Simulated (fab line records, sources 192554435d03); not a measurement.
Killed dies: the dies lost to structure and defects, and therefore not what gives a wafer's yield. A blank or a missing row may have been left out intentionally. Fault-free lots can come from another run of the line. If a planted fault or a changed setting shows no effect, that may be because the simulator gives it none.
Matching of chambers ; flow n5 finfet ; 4 sister chambers for N5_MOL_CONTACT_COAG_ETCH_124 on rie diel-06
The step etches SiNx in CH3F/O2, stops on SiOC, target depth 6.5 nm. 4 wafers are shown with their chamber, then 10 later ones without.

## EACH WAFER AND ITS CHAMBER
wafer;chamber;showerhead plenum p Torr (Torr)
L082.1;1;2.11
L082.4;0;2.08
L088.2;3;1.95
L088.4;2;2.03

## WAFERS WHOSE CHAMBER IS MISSING
wafer;showerhead plenum p Torr (Torr)
L088.6;2.03
L091.3;2.07
L091.4;2.02
L091.6;2.02
L093.2;2.02
L093.5;2.07
L093.6;2.11
L094.2;2.10
L094.4;1.95
L094.5;1.95

## CHAMBER TAKEN BY EACH
wafer;from the rows above;in truth
L088.6;2;2
L091.3;0;0
L091.4;2;2
L091.6;2;2
L093.2;2;2
L093.5;0;0
L093.6;1;1
L094.2;can't be placed: 1 or 0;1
L094.4;3;3
L094.5;3;3
9 of 10 placed correctly. These rows do not allow placing 1 (true chamber among the candidates in 1). Placed wrongly: 0.
How it was worked out, from the rows above alone: a wafer's distance from a chamber is the root of the sum, over the readings, of the square of ((its reading less the chamber's mean) divided by the reading's scatter). If the next closest chamber is less than 2 further off than the closest, the wafer can't be placed; otherwise it belongs to the closest. Each chamber's mean is taken over the wafers shown for it. The scatter: root of mean squared gap, hidden wafer to nearest shown wafer, with one shown wafer a chamber.
